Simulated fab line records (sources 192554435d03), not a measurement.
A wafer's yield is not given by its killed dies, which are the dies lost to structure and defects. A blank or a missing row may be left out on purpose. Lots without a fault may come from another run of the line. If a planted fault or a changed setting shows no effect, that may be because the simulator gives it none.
Chamber matching / flow n5_finfet / N5_FIN_SAQP_PECVD_48 on pecvd-01 has 3 sister chambers
The step deposits SiNx from SiH4/NH3/N2, target thk 25 nm, time 22.1 s. 6 wafers are shown with their chamber, then 12 later ones without.

## WAFERS, EACH WITH ITS CHAMBER
wafer=L085.1; chamber=2; throttle_valve_pct (%)=39.1; showerhead_plenum_p_Torr (Torr)=5.09
wafer=L087.2; chamber=0; throttle_valve_pct (%)=43.4; showerhead_plenum_p_Torr (Torr)=5.13
wafer=L087.3; chamber=2; throttle_valve_pct (%)=38.9; showerhead_plenum_p_Torr (Torr)=5.09
wafer=L088.2; chamber=1; throttle_valve_pct (%)=39.7; showerhead_plenum_p_Torr (Torr)=5.10
wafer=L088.5; chamber=0; throttle_valve_pct (%)=43.1; showerhead_plenum_p_Torr (Torr)=5.14
wafer=L088.6; chamber=1; throttle_valve_pct (%)=40.2; showerhead_plenum_p_Torr (Torr)=5.08

## WAFERS MISSING THEIR CHAMBER
wafer=L090.1; throttle_valve_pct (%)=39.1; showerhead_plenum_p_Torr (Torr)=5.08
wafer=L090.2; throttle_valve_pct (%)=39.8; showerhead_plenum_p_Torr (Torr)=5.10
wafer=L090.3; throttle_valve_pct (%)=43.1; showerhead_plenum_p_Torr (Torr)=5.13
wafer=L091.2; throttle_valve_pct (%)=39.6; showerhead_plenum_p_Torr (Torr)=5.10
wafer=L091.4; throttle_valve_pct (%)=43.1; showerhead_plenum_p_Torr (Torr)=5.13
wafer=L091.5; throttle_valve_pct (%)=39.6; showerhead_plenum_p_Torr (Torr)=5.10
wafer=L093.1; throttle_valve_pct (%)=40.0; showerhead_plenum_p_Torr (Torr)=5.08
wafer=L093.3; throttle_valve_pct (%)=39.2; showerhead_plenum_p_Torr (Torr)=5.08
wafer=L093.5; throttle_valve_pct (%)=43.3; showerhead_plenum_p_Torr (Torr)=5.12
wafer=L096.2; throttle_valve_pct (%)=39.8; showerhead_plenum_p_Torr (Torr)=5.09
wafer=L096.4; throttle_valve_pct (%)=43.2; showerhead_plenum_p_Torr (Torr)=5.14
wafer=L096.6; throttle_valve_pct (%)=39.2; showerhead_plenum_p_Torr (Torr)=5.10

## CHAMBER TAKEN BY EACH
wafer=L090.1; from the rows above=2; in truth=2
wafer=L090.2; from the rows above=1; in truth=1
wafer=L090.3; from the rows above=0; in truth=0
wafer=L091.2; from the rows above=can't be placed: 1 or 2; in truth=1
wafer=L091.4; from the rows above=0; in truth=0
wafer=L091.5; from the rows above=can't be placed: 1 or 2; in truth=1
wafer=L093.1; from the rows above=1; in truth=1
wafer=L093.3; from the rows above=can't be placed: 2 or 1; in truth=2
wafer=L093.5; from the rows above=0; in truth=0
wafer=L096.2; from the rows above=1; in truth=1
wafer=L096.4; from the rows above=0; in truth=0
wafer=L096.6; from the rows above=can't be placed: 2 or 1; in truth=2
Correct placement for 8 of the 12. These rows do not allow placing 4 (true chamber among the candidates in 4). Wrongly placed: 0.
How it was worked out, from the rows above alone: a wafer's distance from a chamber is the root of the sum, over the readings, of the square of ((its reading less the chamber's mean) divided by the reading's scatter). The wafer belongs to the nearest chamber; if the next one is less than 2 further off, it can't be placed. The mean given for a chamber averages the wafers shown for that chamber. The scatter is the square root of a quotient: the sum, over the shown wafers, of each reading's squared deviation from its chamber's mean, divided by wafers minus chambers.
